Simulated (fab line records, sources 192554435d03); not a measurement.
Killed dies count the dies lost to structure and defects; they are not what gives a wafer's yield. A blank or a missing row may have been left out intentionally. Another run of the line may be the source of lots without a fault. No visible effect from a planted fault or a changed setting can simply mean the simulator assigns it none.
Chamber matching | flow n5_finfet | 4 sister chambers for N5_SD_EPI_N_ETCH_35 on rie_diel-02
The step etches SOC in N2/H2, overetch 108 nm, time 486 s. 8 wafers are shown with their chamber, then 7 later ones without.

== WAFERS PAIRED WITH THEIR CHAMBERS ==
wafer  | chamber | throttle_valve_pct (%) | showerhead_plenum_p_Torr (Torr)
L330.2 | 0       | 23.43                  | 2.52
L333.3 | 3       | 24.09                  | 2.52
L333.6 | 1       | 24.18                  | 2.63
L336.2 | 3       | 24.12                  | 2.52
L336.3 | 2       | 23.66                  | 2.52
L336.6 | 0       | 23.44                  | 2.51
L337.1 | 2       | 23.68                  | 2.52
L337.2 | 1       | 24.22                  | 2.63

== WAFERS WITHOUT THEIR CHAMBER ==
wafer  | throttle_valve_pct (%) | showerhead_plenum_p_Torr (Torr)
L337.3 | 23.43                  | 2.51
L338.3 | 23.44                  | 2.51
L338.5 | 24.20                  | 2.63
L338.6 | 23.43                  | 2.51
L339.3 | 24.12                  | 2.51
L339.4 | 23.46                  | 2.51
L339.5 | 24.20                  | 2.62

== WHICH CHAMBER EACH WENT THROUGH ==
wafer  | from the rows above | in truth
L337.3 | 0                   | 0
L338.3 | 0                   | 0
L338.5 | 1                   | 1
L338.6 | 0                   | 0
L339.3 | 3                   | 3
L339.4 | 0                   | 0
L339.5 | 1                   | 1
Correctly placed: 7 of 7. Left unplaced by these rows: 0. Placed wrongly: 0.
How it was worked out, from the rows above alone: a wafer's distance from a chamber is the root of the sum, over the readings, of the square of ((its reading less the chamber's mean) divided by the reading's scatter). If the next closest chamber is less than 2 further off than the closest, the wafer can't be placed; otherwise it belongs to the closest. For every chamber, the mean is computed from those of its wafers that are shown. How the scatter is found: for the shown wafers, subtract from each reading the mean of its chamber, square and add these, divide the total by (wafers less chambers), then take the root.
